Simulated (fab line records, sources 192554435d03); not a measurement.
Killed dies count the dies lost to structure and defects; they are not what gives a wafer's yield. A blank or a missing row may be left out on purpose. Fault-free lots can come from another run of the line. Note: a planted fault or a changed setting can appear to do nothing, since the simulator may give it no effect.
Lot-split experiment -- flow n5 finfet -- on a route of 1938 steps: 7 lots, 39 wafers read

SPLIT DETAILS
At N5_DUMMY_GATE_EXPOSE_12 (exposes mask GATE, target cd 25 nm), the setting dose mj was moved away from the recipe's 34 on 12 of the 39 wafers read, by +3.9% to +7.9%. This setting was run at the recipe's value on the other wafers.

FROM THE SPLIT TO THE READING: what the file shows between them, 14 steps
- N5_DUMMY_GATE_PEB_13: peb time 60 s
- N5_DUMMY_GATE_DEVELOP_14: develop time 30 s
- N5_DUMMY_GATE_CD_MEAS_15: target cd 25.8 nm
- N5_DUMMY_GATE_STRIP_38: strips in N2/H2
- N5_DUMMY_GATE_STRIP_39: strips in N2/H2
- N5_DUMMY_GATE_TRIM_49: chemistry O2, time 29 s, target cd 14 nm
- N5_DUMMY_GATE_STRIP_40: strips in CF4
- N5_DUMMY_GATE_CD_MEAS_50: target cd 14 nm
- N5_DUMMY_GATE_ETCH_31: etches SiO2 in C4F6/O2, target depth 82.5 nm, time 27.5 s (also split here: target depth a)
- N5_DUMMY_GATE_STRIP_41: strips in O2
- N5_DUMMY_GATE_HM_OPEN_21: chemistry CH3F/O2, target SiNx, target depth 120 nm, time 171.4 s
- N5_DUMMY_GATE_ETCH_32: etches SiO2 in CF4, target depth 3.5 nm, time 3.9 s
- N5_DUMMY_GATE_ETCH_23: etches poly-Si in HBr/Cl2/O2, target depth 41 nm, time 22.3 s
- N5_DUMMY_GATE_ETCH_44: etches poly-Si in HBr/O2, stops on SiO2, target depth 127.5 nm

THE READING
Shown in nm: cd nm at N5_DUMMY_GATE_CD_MEAS_24, with target cd 15 nm. Typical for fault-free wafers on this fab line: 15.1 nm, with standard deviation 0.36 nm.

wafer,"tool, chamber at the split",dose mj as run,against the recipe,"cd nm, nm",against lot-mates on the recipe
L075.1,"euv scanner-01, 0",34,recipe,14.9,-
L075.2,"euv scanner-01, 0",34,recipe,14.6,-
L075.4,"euv scanner-01, 0",34,recipe,14.6,-
L081.1,"euv scanner-02, 0",34,recipe,14.4,-
L081.2,"euv scanner-02, 0",34,recipe,14.4,-
L081.3,"euv scanner-02, 0",34,recipe,14.6,-
L081.4,"euv scanner-02, 0",34,recipe,14.1,-
L081.5,"euv scanner-02, 0",34,recipe,14.3,-
L081.6,"euv scanner-02, 0",34,recipe,14.2,-
L085.1,"euv scanner-01, 0",34,recipe,15.7,-
L085.2,"euv scanner-01, 0",34,recipe,15.6,-
L085.3,"euv scanner-01, 0",36.25,+6.6%,13.9,-1.6
L085.4,"euv scanner-01, 0",36.25,+6.6%,14.0,-1.5
L085.5,"euv scanner-01, 0",36.25,+6.6%,13.9,-1.6
L085.6,"euv scanner-01, 0",34,recipe,15.3,-
L087.1,"euv scanner-01, 0",34,recipe,14.8,-
L087.2,"euv scanner-01, 0",34,recipe,15.1,-
L087.3,"euv scanner-01, 0",36.7,+7.9%,13.7,-1.3
L087.4,"euv scanner-01, 0",36.7,+7.9%,13.6,-1.4
L087.5,"euv scanner-01, 0",34,recipe,15.0,-
L087.6,"euv scanner-01, 0",36.7,+7.9%,13.4,-1.6
L089.1,"euv scanner-01, 0",35.72,+5.1%,13.6,-1.2
L089.2,"euv scanner-01, 0",35.72,+5.1%,14.2,-0.6
L089.3,"euv scanner-01, 0",35.72,+5.1%,14.3,-0.5
L089.4,"euv scanner-01, 0",34,recipe,14.9,-
L089.5,"euv scanner-01, 0",34,recipe,14.6,-
L089.6,"euv scanner-01, 0",34,recipe,14.9,-
L091.1,"euv scanner-01, 0",35.34,+3.9%,14.4,-0.9
L091.2,"euv scanner-01, 0",35.34,+3.9%,14.5,-0.8
L091.3,"euv scanner-01, 0",34,recipe,15.5,-
L091.4,"euv scanner-01, 0",34,recipe,15.0,-
L091.5,"euv scanner-01, 0",35.34,+3.9%,14.7,-0.6
L091.6,"euv scanner-01, 0",34,recipe,15.4,-
L096.1,"euv scanner-02, 0",34,recipe,15.4,-
L096.2,"euv scanner-02, 0",34,recipe,15.0,-
L096.3,"euv scanner-02, 0",34,recipe,14.8,-
L096.4,"euv scanner-02, 0",34,recipe,15.1,-
L096.5,"euv scanner-02, 0",34,recipe,14.5,-
L096.6,"euv scanner-02, 0",34,recipe,15.1,-

FIT RESULTS
A straight line over all 39 wafers: cd nm changes by -0.153 nm for each +1% of dose mj; r = -0.76; the points scatter about the line by 0.38 nm.
The same after taking each lot's own level away (the mean of its wafers on the recipe; 39 wafers): -0.194 nm for each +1%; r = -0.93; scatter 0.23 nm.
The reading moves by 1.5 nm for the largest change in dose mj, on that fit.
Across the lots, their own levels run from 14.33 to 15.53 nm, a range of 3.3 times the standard deviation given above.
So the lot-to-lot level blurs the effect unless lot-mates are compared.
Check: with one of the wafers moved furthest among these (+7.9%) left out of the fit, the line predicts -1.58 nm for it against its lot-mates. Against them it came out at -1.27 nm.

OTHER SPLITS ON THESE WAFERS
These wafers also went through other splits before the reading. Each is held against what the fit with the lots' levels taken away leaves over:
other split on the same wafers,wafers away from the commonest value,r with cd nm (lot level and that fit taken away)
N5_WELL_APT_EXPOSE_22 dose mj,15,+0.00
N5_DUMMY_GATE_ETCH_31 target depth a,15,-0.06

THE WHOLE CHAIN: every reading that the file lists as answering this split, in the file's order
step,what it does,reading,change (the file's fit),r (the file's)
N5_DUMMY_GATE_CD_MEAS_15,target cd 25.8 nm,cd nm,-0.183 nm for each +1% of the setting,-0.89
N5_DUMMY_GATE_TRIM_49,"chemistry O2, time 29 s, target cd 14 nm","DUMMY_GATE.cd nm (the simulator's own value, which no gauge read)",-0.187 nm for each +1% of the setting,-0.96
N5_DUMMY_GATE_CD_MEAS_50,target cd 14 nm,cd nm,-0.184 nm for each +1% of the setting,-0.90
N5_DUMMY_GATE_ETCH_44,"etches poly-Si in HBr/O2, stops on SiO2, target depth 127.5 nm","DUMMY_GATE.cd nm (the simulator's own value, which no gauge read)",-0.179 nm for each +1% of the setting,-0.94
N5_DUMMY_GATE_CD_MEAS_24,target cd 15 nm,cd nm,-0.192 nm for each +1% of the setting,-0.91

FILE'S OWN FIT
cd nm changes by -0.192 nm for each +1% of dose mj, r = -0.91.
